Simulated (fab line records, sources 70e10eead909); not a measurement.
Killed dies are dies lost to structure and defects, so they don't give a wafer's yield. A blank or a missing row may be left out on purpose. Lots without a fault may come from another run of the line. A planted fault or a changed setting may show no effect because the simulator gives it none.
Which tool did it? | flow nand_harc | 12 lots, 36 wafers sampled, at 1 step of a route of 1302

WHAT THE GAUGES READ, wafer by wafer
NHARC_P_ZERO_WELL_CD_MEAS_37: target cd 720 nm.
lot  | measured     | on        | cd_nm (nm)
L075 | day 2 10:17  | cd_sem-03 | 720.3 721.1 722.0
L077 | day 3 06:04  | cd_sem-02 | 719.4 719.0 720.5
L079 | day 4 02:05  | cd_sem-01 | 720.3 718.8 719.4
L081 | day 4 22:12  | cd_sem-01 | 718.3 718.5 718.7
L083 | day 5 18:16  | cd_sem-01 | 719.1 719.4 719.2
L085 | day 6 14:04  | cd_sem-01 | 720.8 721.6 720.1
L087 | day 7 09:55  | cd_sem-01 | 720.1 721.3 719.5
L089 | day 8 06:14  | cd_sem-02 | 718.5 716.4 719.3
L091 | day 9 02:14  | cd_sem-01 | 720.0 721.0 721.4
L093 | day 9 22:36  | cd_sem-02 | 720.8 720.3 720.4
L095 | day 10 18:27 | cd_sem-02 | 720.3 719.8 719.4
L097 | day 11 14:22 | cd_sem-02 | 719.4 720.6 720.5

WHICH TOOL RAN EACH LOT (tool, then ch and the chambers of the sampled wafers, then the start)
The record holds no process step before these readings.

THE ANSWER, worked out from the rows above alone
Rule: what is usual is taken from the lots themselves. Put in order of their means at a reading, lots are off if they are a third of the lots or fewer, leave a main group of 4 or more, and stand apart from it by a gap of 3 or more times the standard deviation of the main group's means; of several such gaps the widest counts. A main group whose means are all the same, to the digits that the tables above print for the reading, isn't used. A lot without any number at a reading at which 4 lots or more have one is off too. The other lots that the step has rows for count as sound.
No lot is off at any reading shown: from this, nothing can be told.

WHAT THE SIMULATOR HAD PUT IN
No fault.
